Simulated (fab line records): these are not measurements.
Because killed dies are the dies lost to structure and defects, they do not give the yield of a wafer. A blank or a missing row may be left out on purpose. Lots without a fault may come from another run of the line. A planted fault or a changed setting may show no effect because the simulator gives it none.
Chamber matching | flow n5-finfet | N5_BEOL_M3_STRIP_36 on rie-diel-02 has 4 sister chambers
The step strips in N2/H2. 4 wafers are shown with their chamber, then 12 later ones without.

== WAFERS WITH THEIR CHAMBER ==
wafer  | chamber | showerhead-plenum-p-Torr (Torr)
L083.4 | 1       | 2.37
L085.6 | 2       | 2.63
L087.5 | 3       | 2.61
L087.6 | 0       | 2.69

== WAFERS WITHOUT THEIR CHAMBER ==
wafer  | showerhead-plenum-p-Torr (Torr)
L090.2 | 2.60
L090.3 | 2.69
L090.6 | 2.62
L091.2 | 2.69
L091.3 | 2.68
L091.6 | 2.69
L092.2 | 2.60
L092.3 | 2.69
L092.4 | 2.68
L097.2 | 2.68
L097.4 | 2.68
L097.5 | 2.60

== WHICH CHAMBER EACH WENT THROUGH ==
wafer  | from the rows above     | in truth
L090.2 | 3                       | 3
L090.3 | 0                       | 0
L090.6 | can't be placed: 2 or 3 | 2
L091.2 | 0                       | 0
L091.3 | 0                       | 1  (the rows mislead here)
L091.6 | 0                       | 0
L092.2 | 3                       | 3
L092.3 | 0                       | 0
L092.4 | 0                       | 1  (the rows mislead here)
L097.2 | 0                       | 0
L097.4 | 0                       | 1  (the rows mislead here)
L097.5 | 3                       | 3
8 of 12 placed correctly. Not placeable from these rows: 1 (in 1, the candidates include the true chamber). Wrongly placed: 3.
How it was worked out, from the rows above alone: a wafer's distance from a chamber is the root of the sum, over the readings, of the square of ((its reading less the chamber's mean) divided by the reading's scatter). If the next closest chamber is less than 2 further off than the closest, the wafer can't be placed; otherwise it belongs to the closest. For every chamber, the mean is computed from those of its wafers that are shown. The scatter: with one shown wafer a chamber, the root of the mean of the squares of how far each hidden wafer lies from its nearest shown one.
